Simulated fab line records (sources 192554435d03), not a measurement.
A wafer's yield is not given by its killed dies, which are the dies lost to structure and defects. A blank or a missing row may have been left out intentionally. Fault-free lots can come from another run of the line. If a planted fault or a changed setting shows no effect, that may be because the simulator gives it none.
Comparing a struck lot with a sound one	flow n5_finfet	40 steps out of a route of 1938
Sound: these wafers, L291.2, L291.4, L291.6. Wafers struck: L286.1, L286.3. The cause is given at the end.
For every step that has rows: the tool of each side, followed by ch and its chambers, followed by its first start. Under that, the readings that differ: sound wafers	struck wafers	difference of the means	sigmas: that difference in standard deviations of wafers without a fault.
alike: a reading whose means differ by less than 2 such deviations, as well as words and numbers matching on both sides. not compared: withheld readings; readings where some wafer has no value; bounds like >300 that might hide an equal value; numbers whose values overlap and for which the record gives no deviation.
Wherever a step has rows on one side only, a row that says differs or no value, or a row with sigmas, the two part there. Numbers that don't overlap but have no deviation are shown without sigmas and don't part them. A reading that every wafer of one side lacks parts them only if that side has two wafers or more.

first, 11 steps without rows for these wafers: N5_HKMG_FIN_STRIP_60 (strips in N2/H2, time 360 s); N5_HKMG_FIN_WET_ETCH_77 (etches La2O3 in dHCl, stops on HfO2, target depth 2 nm); N5_HKMG_FIN_WET_ETCH_78 (etches Al2O3 in dNH4OH, stops on La2O3, target depth 4.5 nm, rinse time 30 s); N5_HKMG_FIN_ALD_79 (deposits TiN, target thk 1.5 nm, pulse time 1 s, purge time 3 s); N5_HKMG_FIN_CVD_62 (deposits a-Si from Si2H6, target thk 3 nm, time 20.8 s); N5_HKMG_FIN_RTA_80 (time 2 s); N5_HKMG_FIN_PRECLEAN_64 (cleans in dHF, time 30 s); N5_HKMG_FIN_WET_ETCH_65 (etches a-Si in TMAH, stops on TiN, time 49 s, target depth 3 nm); N5_HKMG_FIN_WET_ETCH_81 (etches TiN in SC1, stops on HfO2, time 57 s, target depth 6 nm); N5_HKMG_FIN_WET_ETCH_82 (etches La2O3 in dHCl, stops on HfO2, target depth 2 nm, rinse time 30 s); N5_HKMG_FIN_ALD_36 (deposits TiN, target thk 1 nm, pulse time 1 s, purge time 3 s).
N5_HKMG_FIN_PWFM_ALD_03: deposits TiN, target thk 2 nm, pulse time 1 s, purge time 3 s.
  sound on ald_metal-01 ch 1,2,3, day 9 18:01; struck on ald_metal-04 ch 2,3, day 8 18:26
reading	sound	struck	difference	sigmas
ald_cycles	91 91 91	57 57	-34	
model.TiN_of_HKMG_FIN_PWFM_ALD_03.thk_nm (nm)	2 2 2	1.2 1.2	-0.8	
  alike: heater_power_w, precursor_pulse_height_rel
then, 26 steps without rows for these wafers: N5_HKMG_FIN_COAT_29 (time 60 s, resist thk 300 nm); N5_HKMG_FIN_COAT_30 (time 60 s, resist thk 35 nm); N5_HKMG_FIN_COAT_06 (resist thk 90 nm); N5_HKMG_FIN_EBR_08; N5_HKMG_FIN_SOFTBAKE_07 (time 60 s); N5_HKMG_FIN_EXPOSE_09 (exposes mask NWFM); N5_HKMG_FIN_PEB_10 (peb time 60 s); N5_HKMG_FIN_DEVELOP_11 (develop time 30 s); N5_HKMG_FIN_DESCUM_17 (chemistry O2, time 7.9 s); N5_HKMG_FIN_ETCH_31 (etches SiARC in CF4, target depth 45.5 nm, time 75.8 s); N5_HKMG_FIN_ETCH_32 (etches SOC in N2/H2, target depth 240 nm, time 300 s); N5_HKMG_FIN_STRIP_33 (strips in N2/H2); N5_HKMG_FIN_STRIP_34 (strips in CF4); N5_HKMG_FIN_ETCH_35 (etches SOC in N2/H2, target depth 215.8 nm, time 243.4 s); N5_HKMG_FIN_STRIP_92 (strips SOC in N2/H2, time 20 s); N5_HKMG_FIN_WET_ETCH_18 (etches TiN in SC1, time 55 s, target depth 5.2 nm, rinse time 30 s); N5_HKMG_FIN_STRIP_19 (strips in N2/H2, time 360 s); N5_HKMG_FIN_ALD_91 (deposits TiN, target thk 1 nm, pulse time 1 s, purge time 3 s); N5_HKMG_FIN_COAT_85 (time 60 s, resist thk 300 nm); N5_HKMG_FIN_ETCH_86 (etches SOC in N2/H2, stops on TiN, target depth 393.2 nm); N5_HKMG_FIN_STRIP_89 (strips SOC in N2/H2, time 20 s); N5_HKMG_FIN_WET_ETCH_87 (etches TiN in SC1, time 154.2 s, target depth 4.7 nm, rinse time 30 s); N5_HKMG_FIN_STRIP_88 (strips in N2/H2, time 360 s); N5_HKMG_FIN_NWFM_ALD_20 (deposits TiAlC, target thk 2 nm, pulse time 3 s, purge time 2 s); N5_HKMG_FIN_ALD_71 (deposits TiN, target thk 1 nm, pulse time 1 s, purge time 3 s); N5_HKMG_FIN_COAT_66 (time 60 s, resist thk 300 nm).
-- a jump in the record: the struck wafers' starts before and after are 4 days apart (it breaks off in module HKMG_FIN and resumes in module BEOL_M4, where the first step shown is number 1111 of the route) --
N5_BEOL_M4_RC_MEAS_101:
  sound on prober-01 ch 0, day 14 02:54; struck on prober-01 ch 0, day 12 18:42
reading	sound	struck	difference	sigmas
IOFF_P (nA/um)	0.20 0.18 0.17	0.06 0.06	-0.12	-4
IOFF_P_85C (nA/um)	3.5 3.3 3.1	1.3 1.2	-2.0	-5
IOFF_P_LIN (nA/um)	0.093 0.089 0.085	0.030 0.029	-0.059	-5
IOFF_P_LONG (nA/um)	9.6e-05 9.5e-05 9.4e-05	5.2e-05 5.9e-05	-4.0e-05	-4
ION_P (uA/um)	463 458 457	407 410	-51	-7
VT_N (mV)	246.0 249.4 247.6	254.3 254.5	+6.7	+2
VT_P (mV)	-251 -254 -254	-285 -285	-32	-9
VT_P_LONG (mV)	-279 -277 -279	-311 -310	-32	-10
VT_P_LVT (mV)	-100.5 -102.1 -102.3	-135.2 -133.7	-32.8	-13
  alike: DIBL_N, DIBL_P, IOFF_N, ION_N, SS_N, SS_P
-- here the record skips 4 days between the struck wafers' starts before and after, leaving off in module BEOL_M4 and picking up in module PASSIVATION (first step shown: number 1936 of the route) --
N5_PASSIVATION_PROBE_49:
  sound on prober-02, day 18 14:23; struck on prober-01, day 16 19:44
reading	sound	struck	difference	sigmas
killed_at_other	4 1 3	3 15	+6	+2
sort_bin_8_speed (%)	0 0 0	91.27 90.68	+90.97	
sort_n_pass	1054 1082 1111	3 7	-1077	-60
sort_yield_pct (%)	89.3 91.7 94.2	0.3 0.6	-91.3	-61
  alike: defect_limited_yield, killed_at_M0_to_M3, killed_at_M4_up, killed_at_contacts, killed_at_front_end, killed_dies, killed_open, killed_short, sort_bin_5_function, sort_bin_6_memory

WHERE THEY PART
At N5_BEOL_M4_RC_MEAS_101 first; at N5_PASSIVATION_PROBE_49 last (within this record only).

WHY: whatever the simulator had introduced
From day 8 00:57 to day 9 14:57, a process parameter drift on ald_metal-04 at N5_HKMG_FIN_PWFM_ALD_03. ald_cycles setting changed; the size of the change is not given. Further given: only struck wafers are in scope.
